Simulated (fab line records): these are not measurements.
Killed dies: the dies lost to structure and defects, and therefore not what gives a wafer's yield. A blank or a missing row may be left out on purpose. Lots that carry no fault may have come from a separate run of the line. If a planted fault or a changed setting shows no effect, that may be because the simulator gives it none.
fab line records	flow n5-finfet
record: lots: 5	wafers: 15	last-day: 17
route steps=1938 shown BEOL_M1@802 BEOL_M2@841 PASSIVATION@1936
lots that met no fault: from a run of the same line without faults
start-h: the number of hours between the record's first day and the start of the first shown wafer of the lot	wait-h: time in hours since the lot's previous step	" repeats the value in the row above	L1.1+2: several wafers, shown together as one row	- value missing, or start not given	* or withheld: withheld	< > ~ a bound
route shown NAME@n: NAME is a module with steps in the file, n the number in the route of the first one	usual: mean and standard deviation over wafers with no fault	same: alike in all rows	chamber/n: place in a boat	sites: per-site readings	_std_site: the values' standard deviation	_edge_site: the outer-site mean with the inner-site mean subtracted	radius-mm: how far each site lies from the wafer's centre	mask NAME#n: copy n	behind: the last tool/chamber to shape the wafer	hold: the reason the lot was held/the length of the hold in hours/how it ended	device: the transistor (n, p or np) that didn't switch	end of line: tests run on the same wafers once the route is complete	a step with no rows: only its recipe	killed: not the wafer's yield, but the dies lost to structure and defects at the first sort	map: the dies of a wafer, with x for killed, . for not killed, _ for no die there
set.NAME: the run value of the setting; set.NAME@STEP: its run value at that earlier step	model.NAME: the simulator's own value behind a step, which no gauge read
lots at selected steps of the route; one table per step, one row per wafer
services: the hour from which a tool's chamber was out of use, counted from the record's first day as start-h (under 0 if before that day), plus the number of hours and why
== steps ==
step: N5_BEOL_M1_STRIP_97
recipe: chemistry: N2/H2	time-s: 10	power-w: 450	temp-c: 40	pressure-mtorr: 20	rf-frequency-hz: 6e+07	bias-power-w: 7	n2-flow-sccm: 200	h2-flow-sccm: 200
usual: drypump-motor-current-A: 5.6/0.51	n2-flow-sccm: 199.9/0.57	oes-product-au: 0.78/0.077	rf-vpp-V: 59.3/0.9	showerhead-plenum-p-Torr: 2.61/0.097	throttle-valve-pct: 23.80/0.23
lot.wafer	tool	chamber	start-h	wait-h	drypump-motor-current-A	n2-flow-sccm	oes-product-au	rf-hours-counter-h	rf-vpp-V	showerhead-plenum-p-Torr	throttle-valve-pct
L520.2	rie-diel-02	1	-	-	4.9	200.2	0.70	190	57.6	2.41	23.15
L520.5	"	1	"	"	4.9	200.7	0.70	-	59.3	2.41	23.15
L520.6	"	2	"	"	6.1	200.1	0.79	-	58.4	2.34	23.88
L524.2	rie-diel-03	3	-	-	5.8	200.3	0.78	103	59.3	2.67	23.74
L524.5	"	3	"	"	5.8	200.2	0.78	-	60.0	2.67	23.73
L524.6	"	1	"	"	5.2	199.6	0.74	-	59.2	2.53	23.99
L532.1	rie-diel-01	2	-	-	4.8	200.5	0.92	25	61.1	2.70	23.59
L532.2	"	1	"	"	5.8	199.7	0.86	45	59.6	2.71	24.08
L532.3	"	0	"	"	6.1	200.0	0.70	196	58.1	2.64	23.90
L534.2	rie-diel-01	2	-	-	4.8	200.1	0.91	28	59.5	2.70	23.61
L534.5	"	1	"	"	5.8	200.6	0.85	-	59.8	2.70	24.09
L534.6	"	2	"	"	4.8	200.8	0.92	-	59.6	2.70	23.60
L540.2	rie-diel-03	0	-	-	5.3	198.9	0.72	200	58.7	2.51	23.66
L540.5	"	0	"	"	5.3	199.8	0.71	-	57.1	2.51	23.66
L540.6	"	1	"	"	5.2	199.9	0.72	-	59.1	2.52	24.02
step: N5_BEOL_M1_OCD_MEAS_38
usual: trench-depth-nm: 55.0/1.1
lot.wafer	tool	chamber	start-h	wait-h	trench-depth-nm
L520.2	ocd-02	-	133.27	-	53.8
L520.5	"	-	"	"	54.2
L520.6	"	-	"	"	56.2
L524.2	ocd-01	-	161.65	-	54.7
L524.5	"	-	"	"	54.1
L524.6	"	-	"	"	54.4
L532.1	ocd-02	-	206.59	-	57.5
L532.2	"	-	"	"	55.1
L532.3	"	-	"	"	54.7
L534.2	ocd-01	-	218.63	-	57.0
L534.5	"	-	"	"	54.7
L534.6	"	-	"	"	56.7
L540.2	ocd-02	-	261.21	-	54.6
L540.5	"	-	"	"	54.2
L540.6	"	-	"	"	54.0
step: N5_BEOL_M1_HM_STRIP_39
recipe: chemistry: peroxide-tin-strip	material: TiN	target-depth-a: 250	temp-c: 50	time-s: 158
step: N5_BEOL_M1_SRD_40
recipe: time-s: 30	temp-c: 23	rinse-liquid: diw	dry: ipa-marangoni
step: N5_BEOL_M1_PRECLEAN_42
recipe: chemistry: residue-remover	time-s: 60	temp-c: 40
step: N5_BEOL_M1_SRD_43
recipe: time-s: 30	temp-c: 23	rinse-liquid: diw	dry: ipa-marangoni
step: N5_BEOL_M1_CD_MEAS_35
recipe: target-cd-nm: 18	target-cd-y-nm: 21	polarity: opening
usual: cd-nm: 18.1/0.34
lot.wafer	tool	chamber	start-h	wait-h	cd-nm
L520.2	cd-sem-02	-	133.43	0.0	17.7
L520.5	"	-	"	"	18.5
L520.6	"	-	"	"	18.4
L524.2	cd-sem-01	-	161.81	0.0	17.4
L524.5	"	-	"	"	18.3
L524.6	"	-	"	"	18.0
L532.1	cd-sem-01	-	206.75	0.0	17.7
L532.2	"	-	"	"	18.4
L532.3	"	-	"	"	18.0
L534.2	cd-sem-03	-	218.79	0.0	18.0
L534.5	"	-	"	"	18.2
L534.6	"	-	"	"	17.8
L540.2	cd-sem-01	-	261.37	0.0	18.4
L540.5	"	-	"	"	18.9
L540.6	"	-	"	"	17.7
step: N5_BEOL_M1_DEGAS_44
recipe: ambient: vacuum	temp-c: 250	time-s: 60
step: N5_BEOL_M1_PRE_CLEAN_45
recipe: gas: H2/He	time-s: 30	temp-c: 250
step: N5_BEOL_M1_ALD_84
recipe: material: TaN	target-thk-a: *	temp-c: 275	ald-precursor-family: PDMAT	ald-co-reactant: NH3	pressure-torr: 3	carrier-flow-sccm: 1500	pulse-time-s: 2	purge-time-s: 3	co-reactant-purge-time-s: 2	co-reactant-pulse-time-s: 3	ald-cycles: 30	precursor-vessel-temp-c: 75	precursor-vessel-pressure-torr: 26.25	precursor-vessel-carrier-sccm: 1000
step: N5_BEOL_M1_SURFACE_TREAT_85
recipe: gas: Ar	time-s: *	ion-energy-ev: *	ion-current-ma-cm2: 0.5	pressure-mtorr: *	ar-flow-sccm: 30
step: N5_BEOL_M1_CVD_47
recipe: material: Co	target-thk-a: 30	temp-c: withheld	precursor: CCTBA/H2	pressure-torr: 30	time-s: 223.8
step: N5_BEOL_M1_SPUTTER_48
recipe: material: Cu	target-thk-a: 45	temp-c: -20	chamber-pressure-pa: 0.07	power-w: withheld	time-s: 8.29
usual: throttle-valve-pct: 30.7/1
lot.wafer	tool	chamber	start-h	wait-h	throttle-valve-pct
L520.2	pvd-sputter-02	-	134.57	0.2	30.5
L520.5	"	-	"	"	30.4
L520.6	"	-	"	"	30.7
L524.2	pvd-sputter-01	-	162.96	0.2	30.2
L524.5	"	-	"	"	31.3
L524.6	"	-	"	"	30.5
L532.1	pvd-sputter-02	-	209.07	1.2	30.3
L532.2	"	-	"	"	31.0
L532.3	"	-	"	"	29.6
L534.2	pvd-sputter-03	-	219.81	0.2	30.7
L534.5	"	-	"	"	31.3
L534.6	"	-	"	"	29.0
L540.2	pvd-sputter-01	-	262.19	0.1	29.8
L540.5	"	-	"	"	31.2
L540.6	"	-	"	"	30.7
step: N5_BEOL_M1_ANNEAL_49
recipe: temp-c: 400	time-s: 240	ambient: vacuum
step: N5_BEOL_M1_SPUTTER_79
recipe: material: Cu	target-thk-a: 45	temp-c: -20	chamber-pressure-pa: 0.07	power-w: withheld	time-s: 8.29
usual: throttle-valve-pct: 30.7/1.1
lot.wafer	tool	chamber	start-h	wait-h	throttle-valve-pct
L520.2	pvd-sputter-02	-	134.79	0.1	30.3
L520.5	"	-	"	"	30.3
L520.6	"	-	"	"	30.8
L524.2	pvd-sputter-01	-	163.18	0.1	29.8
L524.5	"	-	"	"	31.2
L524.6	"	-	"	"	30.3
L532.1	pvd-sputter-02	-	209.29	0.1	30.3
L532.2	"	-	"	"	30.8
L532.3	"	-	"	"	29.6
L534.2	pvd-sputter-03	-	220.03	0.1	30.6
L534.5	"	-	"	"	31.4
L534.6	"	-	"	"	28.9
L540.2	pvd-sputter-01	-	262.41	0.1	30.1
L540.5	"	-	"	"	31.3
L540.6	"	-	"	"	30.5
step: N5_BEOL_M1_ANNEAL_80
recipe: temp-c: 400	time-s: 240	ambient: vacuum
step: N5_BEOL_M1_SPUTTER_81
recipe: material: Cu	target-thk-a: 45	temp-c: -20	chamber-pressure-pa: 0.07	power-w: withheld	time-s: 8.29
step: N5_BEOL_M1_ANNEAL_82
recipe: temp-c: 400	time-s: 240	ambient: vacuum
step: N5_BEOL_M1_SPUTTER_86
recipe: material: Cu	target-thk-a: 45	temp-c: -20	chamber-pressure-pa: 0.07	power-w: withheld	time-s: 8.29
step: N5_BEOL_M1_ANNEAL_87
recipe: temp-c: 400	time-s: 240	ambient: vacuum
step: N5_BEOL_M1_SPUTTER_88
recipe: material: Cu	target-thk-a: 45	temp-c: -20	chamber-pressure-pa: 0.07	power-w: withheld	time-s: 8.29
step: N5_BEOL_M1_ANNEAL_89
recipe: temp-c: 400	time-s: 240	ambient: vacuum
usual: heater-power-w: 861/52
lot.wafer	tool	chamber	start-h	wait-h	heater-power-w
L520.2	pvd-sputter-02	-	135.53	0.0	839
L520.5	"	-	"	"	862
L520.6	"	-	"	"	892
L524.2	pvd-sputter-01	-	163.92	0.0	912
L524.5	"	-	"	"	819
L524.6	"	-	"	"	814
L532.1	pvd-sputter-02	-	210.03	0.0	861
L532.2	"	-	"	"	876
L532.3	"	-	"	"	945
L534.2	pvd-sputter-03	-	220.77	0.0	867
L534.5	"	-	"	"	797
L534.6	"	-	"	"	976
L540.2	pvd-sputter-01	-	263.15	0.0	906
L540.5	"	-	"	"	813
L540.6	"	-	"	"	802
step: N5_BEOL_M1_SPUTTER_90
recipe: material: Cu	target-thk-a: 45	temp-c: -20	chamber-pressure-pa: 0.07	power-w: withheld	time-s: 8.29
step: N5_BEOL_M1_ANNEAL_91
recipe: temp-c: 400	time-s: 240	ambient: vacuum
step: N5_BEOL_M1_SPUTTER_92
recipe: material: Cu	target-thk-a: 45	temp-c: -20	chamber-pressure-pa: 0.07	power-w: withheld	time-s: 8.29
step: N5_BEOL_M1_ANNEAL_93
recipe: temp-c: 400	time-s: 240	ambient: vacuum
usual: heater-power-w: 862/52
lot.wafer	tool	chamber	start-h	wait-h	heater-power-w
L520.2	pvd-sputter-02	-	135.97	0.0	852
L520.5	"	-	"	"	836
L520.6	"	-	"	"	873
L524.2	pvd-sputter-01	-	164.36	0.0	904
L524.5	"	-	"	"	813
L524.6	"	-	"	"	793
L532.1	pvd-sputter-02	-	210.47	0.0	831
L532.2	"	-	"	"	865
L532.3	"	-	"	"	931
L534.2	pvd-sputter-03	-	221.21	0.0	872
L534.5	"	-	"	"	809
L534.6	"	-	"	"	1009
L540.2	pvd-sputter-01	-	263.59	0.0	876
L540.5	"	-	"	"	825
L540.6	"	-	"	"	803
step: N5_BEOL_M1_SPUTTER_94
recipe: material: Cu	target-thk-a: 45	temp-c: -20	chamber-pressure-pa: 0.07	power-w: withheld	time-s: 8.29
step: N5_BEOL_M1_ANNEAL_95
recipe: temp-c: 400	time-s: 240	ambient: vacuum
step: N5_BEOL_M1_SPUTTER_96
recipe: material: Cu	target-thk-a: 45	temp-c: -20	chamber-pressure-pa: 0.07	power-w: withheld	time-s: 8.29
step: N5_BEOL_M1_ECD_50
recipe: material: Cu	target-thk-a: 3000
step: N5_BEOL_M1_ANNEAL_51
recipe: temp-c: 225	time-s: 90	ambient: N2
usual: wafer_temp_C_max: 225.92/0.25
lot.wafer	tool	chamber	start-h	wait-h	wafer_temp_C_max
L520.2	rtp-anneal-01	0	136.70	0.2	225.84
L520.5	"	0	"	"	226.08
L520.6	"	0	"	"	225.64
L524.2	rtp-anneal-01	0	164.97	0.1	225.88
L524.5	"	0	"	"	225.94
L524.6	"	0	"	"	225.41
L532.1	rtp-anneal-02	0	211.03	0.1	225.88
L532.2	"	0	"	"	226.07
L532.3	"	0	"	"	226.13
L534.2	rtp-anneal-02	0	222.01	0.3	225.96
L534.5	"	0	"	"	226.26
L534.6	"	0	"	"	225.80
L540.2	rtp-anneal-01	0	264.19	0.1	225.92
L540.5	"	0	"	"	226.17
L540.6	"	0	"	"	226.12
step: N5_BEOL_M1_CMP_52
recipe: stop-on: SiOC	t-overpolish-s: 6.8	down-force-psi: 1	platen-rpm: 50	clearing-platen-down-force-psi: 1.5	clearing-platen-rpm: 50	post-cmp-clean: cu-alkaline	target-thk-nm: 40	clearing-platen-pad-velocity-m-s: 0.99484	pad-velocity-m-s: 0.99484
step: N5_BEOL_M1_PRE_CLEAN_60
recipe: gas: NH3/H2	time-s: 15	temp-c: *	rf-power-w: 300
step: N5_BEOL_M1_CO_CAP_55
recipe: material: Co	target-thk-a: 20	temp-c: 200	precursor: CCTBA/H2	pressure-torr: 30	time-s: 102.1
step: N5_BEOL_M1_PRE_CLEAN_56
recipe: gas: NH3	time-s: 15	temp-c: withheld	rf-power-w: 300
step: N5_BEOL_M1_DEP_57
recipe: material: SiCN	target-thk-a: 80	temp-c: withheld	precursor: 3MS/NH3	pressure-torr: 3	rf-w: 202	time-s: 14
step: N5_BEOL_M1_RS_MEAS_58
recipe: thk-meas-gauge: four-point-probe	reads: Co_of_BEOL_M1_CO_CAP_55+Cu_of_BEOL_M1_ECD_50+Co_of_BEOL_M1_CVD_47+TaN_of_BEOL_M1_ALD_84
usual: M1_RS: 0.68/0.031
lot.wafer	tool	chamber	start-h	wait-h	M1_RS[ohm/sq]
L520.2	film-metro-02	-	137.55	0.1	0.72
L520.5	"	-	"	"	0.68
L520.6	"	-	"	"	0.69
L524.2	film-metro-01	-	165.80	0.1	0.67
L524.5	"	-	"	"	0.66
L524.6	"	-	"	"	0.61
L532.1	film-metro-01	-	211.88	0.0	0.71
L532.2	"	-	"	"	0.68
L532.3	"	-	"	"	0.67
L534.2	film-metro-01	-	222.82	0.1	0.69
L534.5	"	-	"	"	0.64
L534.6	"	-	"	"	0.67
L540.2	film-metro-01	-	265.03	0.1	0.63
L540.5	"	-	"	"	0.65
L540.6	"	-	"	"	0.63
step: N5_BEOL_M2_ILD_DEP_00
recipe: material: SiOC	target-thk-a: 790	temp-c: 350	precursor: DEMS/O2	pressure-torr: 5	rf-w: 500	time-s: 15.3
step: N5_BEOL_M2_THK_MEAS_01
recipe: reads: SiOC_of_BEOL_M2_ILD_DEP_00
usual: M2_ILD_THK: 78.8/1.1
lot.wafer	tool	chamber	start-h	wait-h	M2_ILD_THK[nm]
L520.2	film-metro-01	-	137.68	0.1	77.9
L520.5	"	-	"	"	79.2
L520.6	"	-	"	"	80.9
L524.2	film-metro-01	-	165.93	0.1	78.0
L524.5	"	-	"	"	78.4
L524.6	"	-	"	"	79.8
L532.1	film-metro-02	-	212.01	0.0	78.0
L532.2	"	-	"	"	78.6
L532.3	"	-	"	"	78.0
L534.2	film-metro-01	-	222.95	0.1	77.5
L534.5	"	-	"	"	79.2
L534.6	"	-	"	"	80.8
L540.2	film-metro-01	-	265.16	0.1	76.4
L540.5	"	-	"	"	78.3
L540.6	"	-	"	"	78.8
step: N5_BEOL_M2_PECVD_72
recipe: material: SiO2	target-thk-a: 160	temp-c: 400	precursor: TEOS/O2	pressure-torr: 5.5	rf-w: 450	teos-flow-sccm: 53.8	gas: O2	flow-sccm: 3000	time-s: 18
step: N5_PASSIVATION_PROBE_49
usual: defect-limited-yield: 91.6/1.2	killed_at_M0_to_M3: 33/9.4	killed_at_M4_up: 13/5.2	killed-at-contacts: 13/5.6	killed-at-front-end: 37/9.5	killed-at-other: 4/3.1	killed-dies: 99/15	killed-open: 65/11	killed-short: 32/7.5	sort_bin_5_function: 4.9/0.77	sort_bin_6_memory: 3.1/0.65	sort_bin_8_speed: 0.01/0.056	sort-n-pass: 1081/15	sort-yield-pct: 91.6/1.2
same: gross-dies: 1180	killed-at-back-side: 0	sort_bin_4_leakage[%]: 0
lot.wafer	tool	chamber	start-h	wait-h	defect-limited-yield[%]	killed_at_M0_to_M3	killed_at_M4_up	killed-at-contacts	killed-at-front-end	killed-at-other	killed-dies	killed-open	killed-short	sort_bin_5_function[%]	sort_bin_6_memory[%]	sort_bin_8_speed[%]	sort-n-pass	sort-yield-pct[%]
L532.2	prober-01	-	349.91	0.1	86.4	107	18	9	22	5	161	58	21	8.6	3.4	0.08	1019	86.4
killed by level:class
L532.2 BEOL_M1:unspecified=81 BEOL_M4:geometric-particle:open=9 MOL_CONTACT_COAG:geometric-particle:open=8 GATE_CUT:geometric-particle:open=6 BEOL_M1:geometric-particle:open=6 GATE_CUT:geometric-particle:short=5 BEOL_M0_SAQP:geometric-particle:open=5 BEOL_M0_SAQP:geometric-particle:short=5
map L532.2 (x killed, . not)
_________________............________________
______________..............x..._____________
___________.....x.x................__________
__________.......x....x...x........._________
________....x........................x_______
_______x....x..........................______
______.................x.x.....xx......._____
_____.......x............................____
____..xx........x.........................___
___.......................xx...............__
___x........x..............................__
__xxxxx..........................x.....x..x._
__.xxxx.xxx...........x....................._
_xxxxxxxx.........xx..x..x................x..
_xxxxxxxxx.....................x..........x..
_xxxxxxxxx..x....x.........................x.
_xxxxxxx.xx.x.x.........x........x...xx......
_xxxxxxxxx...................................
_xxxxxxxx...x..x.............................
_xxxxxxx.......x.............x....x.........x
_x..x..x.x...................................
__.xxxx................x...................._
__.x.........x..........................x..._
___...x.......x..xx.....xx...x..x..........__
___.........x.......xx.......x...x.........__
____....................x...x........x....___
_____..............x......x..............____
______...x...........x.................._____
_______............................x..x______
________.............................._______
__________........x................._________
___________..x.........x...........__________
______________..x..x..x.x......._____________
_________________.........x..________________
map L520.6 (x killed, . not)
_________________x...........________________
______________.................x_____________
___________.......x....x...........__________
__________x........x.......x........_________
________..........x..................._______
_______..........x................x..x.______
______..........................x....x.._____
_____x...xx........x...x..x...x..........____
____.............xx..........x....x..x.x..___
___x.......................x...............__
___..........................x..........x..__
__..x..x...................................._
__............x...x................x........_
_........x...............................x.x.
_..x.........xx....x.......................x.
_..............x...x.xx......x.x........x....
_.....x.........x....x.......x...............
_...........x...............x................
_.x..x...x..............................x...x
_.............................x.x......x.....
_.............x..............xx..............
__....x..x......x.x..............x.........._
__.x.........x...........x.x.............x.._
___x.....x.....x......x.....x..............__
___........xx...........xx..x.x....x..x..x.__
____.........................x.......xx..x___
_____...x................................____
______............x.x.........xx...x...._____
_______........x.................x..x.x______
________......................x......._______
__________x.....................x.x._________
___________x...........x.....x.....__________
______________.................._____________
_________________............________________
== services ==
tool	chamber	start-h	hours	kind
pvd-sputter-03	-	113.99	0.9	repair
rie-diel-01	-	127.88	1.2	repair
pvd-sputter-01	-	129.15	1.9	repair
rie-diel-03	-	138.91	0.2	repair
rie-diel-03	2	153.41	8.3	repair
rie-diel-03	1	168.76	2.7	repair
rie-diel-01	1	178.44	15.9	repair
rie-diel-03	0	215.28	6.4	repair
rtp-anneal-02	-	232.48	3.3	pm
pvd-sputter-02	-	238.19	1.5	repair
rie-diel-01	-	250.99	1.8	repair
== key ==
first-sign: step: N5_PASSIVATION_PROBE_49	reading: killed_at_M0_to_M3	direction: up	sigmas: 7.9	usual: 33	struck: 107
effect: step: N5_PASSIVATION_PROBE_49	reading: defect-limited-yield	direction: down	sigmas: 4.3	usual: 91.6	struck: 86.4
more-kills-born-at: N5_BEOL_M1_SPUTTER_48@pvd-sputter-02: 81
met-at N5_BEOL_M1_SPUTTER_48
struck-wafers L532.2
onset-between 134.57 209.07
fault: kind: chamber-particle-source	tool: pvd-sputter-02	chamber: -	onset-h: 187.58	steps: N5_BEOL_M1_SPUTTER_48	rate-per-visit-cm2: 0.60335	end-h: 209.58	scope: struck-wafers-only
